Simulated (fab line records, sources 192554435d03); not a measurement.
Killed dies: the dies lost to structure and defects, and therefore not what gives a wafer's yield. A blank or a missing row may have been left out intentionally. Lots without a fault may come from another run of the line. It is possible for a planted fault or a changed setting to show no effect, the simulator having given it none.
Split-lot experiment	flow n5-finfet	21 wafers read from 7 lots, route of 1938 steps

THE SPLIT ITSELF
At N5_BEOL_M6_ETCH_66 (etches SOC in N2/H2, target depth 80 nm, overetch 16 nm, time 120 s), the setting bias-w was moved away from the recipe's 150 W on 6 of the 21 wafers read, by -17.6% to -8.7%. This setting was run at the recipe's value on the other wafers.

Reading taken at the split's own step.

THE READING
rf-vpp-V, in V, at N5_BEOL_M6_ETCH_66 (etches SOC in N2/H2, target depth 80 nm, overetch 16 nm, time 120 s). A value of 525.1 V with a standard deviation of 2.8 V is what fault-free wafers of this fab line usually give.

wafer	tool, chamber at the split	bias-w as run, W	against the recipe	rf-vpp-V, V	against lot-mates on the recipe
L075.3	rie-diel-02, 3	135.4	-9.7%	490.5	-33.8
L075.4	rie-diel-02, 2	150	recipe	525.9	-
L075.6	rie-diel-02, 0	150	recipe	522.8	-
L081.2	rie-diel-02, 1	128.2	-14.5%	478.4	-46.2
L081.3	rie-diel-02, 0	128.2	-14.5%	472.8	-51.8
L081.4	rie-diel-02, 2	150	recipe	524.6	-
L083.2	rie-diel-06, 3	123.6	-17.6%	467.1	-61.7
L083.3	rie-diel-06, 1	150	recipe	528.8	-
L083.5	rie-diel-06, 2	123.6	-17.6%	459.4	-69.4
L087.1	rie-diel-06, 2	150	recipe	521.9	-
L087.2	rie-diel-06, 1	150	recipe	527.9	-
L087.5	rie-diel-06, 1	150	recipe	527.4	-
L089.2	rie-diel-06, 1	150	recipe	528.2	-
L089.3	rie-diel-06, 0	150	recipe	523.5	-
L089.4	rie-diel-06, 3	136.9	-8.7%	497.8	-28.1
L091.3	rie-diel-05, 0	150	recipe	522.1	-
L091.5	rie-diel-05, 2	150	recipe	528.7	-
L091.6	rie-diel-05, 3	150	recipe	524.7	-
L097.3	rie-diel-02, 3	150	recipe	523.0	-
L097.4	rie-diel-02, 0	150	recipe	523.6	-
L097.5	rie-diel-02, 2	150	recipe	527.7	-

THE FIT
A straight line over all 21 wafers: rf-vpp-V changes by +3.48 V for each +1% of bias-w; r = +0.99; the points scatter about the line by 2.8 V.
The same after taking each lot's own level away (the mean of its wafers on the recipe; 21 wafers): +3.56 V for each +1%; r = +0.99; scatter 2.9 V.
That fit puts the effect of the largest move of bias-w on the reading at 63 V.
The lots' own levels span 524.35 to 528.80 V, that is 1.6 times the standard deviation above.
So the lot-to-lot level changes the slope little: the two slopes agree.
Check: -62.8 V against its lot-mates is what the line predicts for one of the wafers moved furthest among these (-17.6%) when that wafer is left out of the fit. It came out at -61.7 V against them.
Tool readings at the split's step, against how far the setting was moved: rf-vpp-V r = +0.99.

THE OTHER SPLITS THESE WAFERS WENT THROUGH
Other splits were also applied to these wafers ahead of the reading. Each is held against what the fit with the lots' levels taken away leaves over:
other split on the same wafers	wafers away from the commonest value	r with rf-vpp-V (lot level and that fit taken away)
N5_BEOL_M4_DESCUM_33 time-s	9	-0.26
N5_BEOL_M4_TRENCH_ETCH_37 time-s	4	-0.31
N5_BEOL_M5_ETCH_68 time-s	7	+0.13
N5_BEOL_M5_TRENCH_ETCH_37 bias-w	6	+0.08

THE WHOLE CHAIN: every reading that the file lists as answering this split, in the file's order
step	what it does	reading	change (the file's fit)	r (the file's)
N5_BEOL_M6_ETCH_66	etches SOC in N2/H2, target depth 80 nm, overetch 16 nm, time 120 s	rf-vpp-V	+3.52 V for each +1% of the setting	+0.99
N5_BEOL_M6_ETCH_66	etches SOC in N2/H2, target depth 80 nm, overetch 16 nm, time 120 s	SiARC_of_BEOL_M6_COAT_64.thk-nm (the simulator's own value, which no gauge read)	-0.0729 nm for each +1% of the setting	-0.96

THE FILE'S OWN FIT
rf-vpp-V changes by +3.52 V for each +1% of bias-w, r = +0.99.
